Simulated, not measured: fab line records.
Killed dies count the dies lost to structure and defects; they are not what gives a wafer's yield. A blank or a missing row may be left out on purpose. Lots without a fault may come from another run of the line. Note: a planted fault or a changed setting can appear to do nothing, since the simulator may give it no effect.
A lot that was struck, set against a sound lot | flow nand_harc | 13 out of 1159 route steps
Sound: these wafers, L271.1, L271.4, L271.5. Struck: wafer L268.2. (L268.6 of the same lot was not struck and is left out.) The cause comes at the end.
Order at every step that has rows: each side's tool, ch and its chambers, its first start. Under that, the readings that differ: sound wafers | struck wafers | difference of the means | sigmas: that difference in standard deviations of wafers without a fault.
alike: readings whose means differ by less than 2 such deviations, and words and numbers that are the same on both sides. not compared: withheld readings, readings that some wafer has no value for, bounds like >300 that may hide the same value, and numbers for which the record gives no deviation and whose values overlap.
The two part at a step that has a row with sigmas, a row that says differs or no value, or rows on one side only. Numbers that don't overlap but have no deviation are shown without sigmas and don't part them. A reading missing from all wafers of one side parts the sides only when that side holds two or more wafers.

first, 1 step without rows for these wafers: NHARC_A_SLIT_SRD_20.
NHARC_A_SLIT_CD_MEAS_21:
  struck on cd_sem-02, day 17 19:16; sound on cd_sem-02, day 17 21:09
  alike: cd_nm
then, 3 steps without rows for these wafers: NHARC_A_SIN_REMOVE_WET_00 (chemistry H3PO4, time 15300 s); NHARC_A_SIN_REMOVE_PRECLEAN_01 (cleans in SC1); NHARC_A_SIN_REMOVE_SRD_02.
NHARC_A_SIN_REMOVE_INSPECT_04:
  struck on defect_inspect-01, day 18 02:57; sound on defect_inspect-02, day 18 02:58
  alike: raw_defect_count
NHARC_A_WL_FILL_ALD_00: deposits Al2O3, target thk 3 nm, pulse time 3 s, ald cycles 30.
  sound on ald_hk-04 ch 1,2,3, day 18 03:02; struck on ald_hk-02 ch 2, day 18 03:04
  reading            | sound       | struck | difference | sigmas
  heater_power_w (W) | 549 481 526 | 435    | -84        | -2
  alike: precursor_pulse_height_rel
NHARC_A_WL_FILL_RTA_01: time 5 s.
  sound on rtp_anneal-01 ch 0, day 18 03:18; struck on rtp_anneal-02 ch 0, day 18 03:18
  alike: lamp_power_pct, lamp_zone_1_pct, wafer_temp_C_max
NHARC_A_WL_FILL_ALD_02: deposits TiN, target thk 2 nm, pulse time 3 s, ald cycles 100.
  sound on ald_metal-03 ch 1,2,3, day 18 03:33; struck on ald_metal-01 ch 3, day 18 03:32
  reading                    | sound             | struck | difference | sigmas
  precursor_pulse_height_rel | 0.983 0.955 0.995 | 1.030  | +0.052     | +2
  alike: heater_power_w
NHARC_A_WL_FILL_CVD_03: deposits W, target thk 40 nm, time 3302 s.
  sound on cvd_w-01 ch 0,1, day 18 05:42; struck on cvd_w-02 ch 1, day 18 03:56
  reading            | sound       | struck | difference | sigmas
  heater_power_w (W) | 425 498 422 | 600    | +152       | +2
  alike: throttle_valve_pct
NHARC_A_WL_FILL_ETCHBACK_04: etches the open film in NF3, target depth 60 nm, time 120 s.
  sound on rie_metal-02 ch 0,1, day 18 09:03; struck on rie_metal-03 ch 0, day 18 07:17
  reading               | sound             | struck | difference | sigmas
  oes_product_au (a.u.) | 1.032 0.983 1.015 | 0.748  | -0.262     | -22
  alike: drypump_motor_current_A
  not compared: rf_hours_counter_h
NHARC_A_WL_FILL_ETCHBACK_05: etches the open film in Cl2/BCl3, target depth 22 nm, time 60 s.
  sound on rie_metal-02 ch 0,1, day 18 09:17; struck on rie_metal-03 ch 0, day 18 07:32
  alike: drypump_motor_current_A, oes_product_au
  not compared: rf_hours_counter_h
-- break in the record here, with 4 days between the starts of the struck wafers on either side (left off in module A_WL_FILL, picked up again in module END, where the first step shown is number 1159 on the route) --
NHARC_END_SORT_01:
  at this point the record logs the struck wafers (prober-01 ch 0, day 22 06:22) and has no rows for the sound ones

== WHERE THEY PART ==
First at NHARC_A_WL_FILL_ALD_00; last, within this record, at NHARC_END_SORT_01.

WHY: what the simulator had put in
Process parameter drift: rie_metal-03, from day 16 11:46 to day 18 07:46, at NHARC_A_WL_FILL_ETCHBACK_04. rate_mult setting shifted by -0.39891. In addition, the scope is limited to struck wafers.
